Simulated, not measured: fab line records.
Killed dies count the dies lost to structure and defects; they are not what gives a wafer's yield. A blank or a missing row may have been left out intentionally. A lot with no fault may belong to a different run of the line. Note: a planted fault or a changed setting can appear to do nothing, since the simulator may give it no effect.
Chamber matching || flow nandHarc || NHARC_THIN_TSV_ETCHBACK_48 on rieDiel-05: 4 sister chambers
The step etches the open film in C4F8/Ar, target depth 1028.5 nm, time 405.17 s. 4 wafers are shown with their chamber, then 7 later ones without.

## WAFERS PAIRED WITH THEIR CHAMBERS
{"wafer": "L378.3", "chamber": 2, "rfVppV (V)": 544}
{"wafer": "L378.5", "chamber": 1, "rfVppV (V)": 544}
{"wafer": "L382.1", "chamber": 0, "rfVppV (V)": 551}
{"wafer": "L382.3", "chamber": 3, "rfVppV (V)": 547}

## WAFERS MISSING THEIR CHAMBER
{"wafer": "L382.4", "rfVppV (V)": 542}
{"wafer": "L383.4", "rfVppV (V)": 544}
{"wafer": "L383.5", "rfVppV (V)": 544}
{"wafer": "L383.6", "rfVppV (V)": 542}
{"wafer": "L395.1", "rfVppV (V)": 553}
{"wafer": "L395.4", "rfVppV (V)": 542}
{"wafer": "L395.5", "rfVppV (V)": 543}

## WHICH CHAMBER EACH WENT THROUGH
{"wafer": "L382.4", "from the rows above": "can't be placed: 1 or 2 or 3", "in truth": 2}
{"wafer": "L383.4", "from the rows above": "can't be placed: 1 or 2 or 3", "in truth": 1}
{"wafer": "L383.5", "from the rows above": "can't be placed: 1 or 2 or 3", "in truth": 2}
{"wafer": "L383.6", "from the rows above": "can't be placed: 1 or 2 or 3", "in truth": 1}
{"wafer": "L395.1", "from the rows above": 0, "in truth": 0}
{"wafer": "L395.4", "from the rows above": "can't be placed: 1 or 2 or 3", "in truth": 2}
{"wafer": "L395.5", "from the rows above": "can't be placed: 1 or 2 or 3", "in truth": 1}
Placed correctly: 1 of 7. Unplaceable from these rows: 6, with the true chamber sitting among the candidates in 6. Placed wrongly: 0.
How it was worked out, from the rows above alone: a wafer's distance from a chamber is the root of the sum, over the readings, of the square of ((its reading less the chamber's mean) divided by the reading's scatter). If the next closest chamber is less than 2 further off than the closest, the wafer can't be placed; otherwise it belongs to the closest. Each chamber's mean is taken over the wafers shown for it. The scatter (one wafer shown for each chamber): square how far every hidden wafer sits from the nearest shown wafer, average those squares and take the square root.
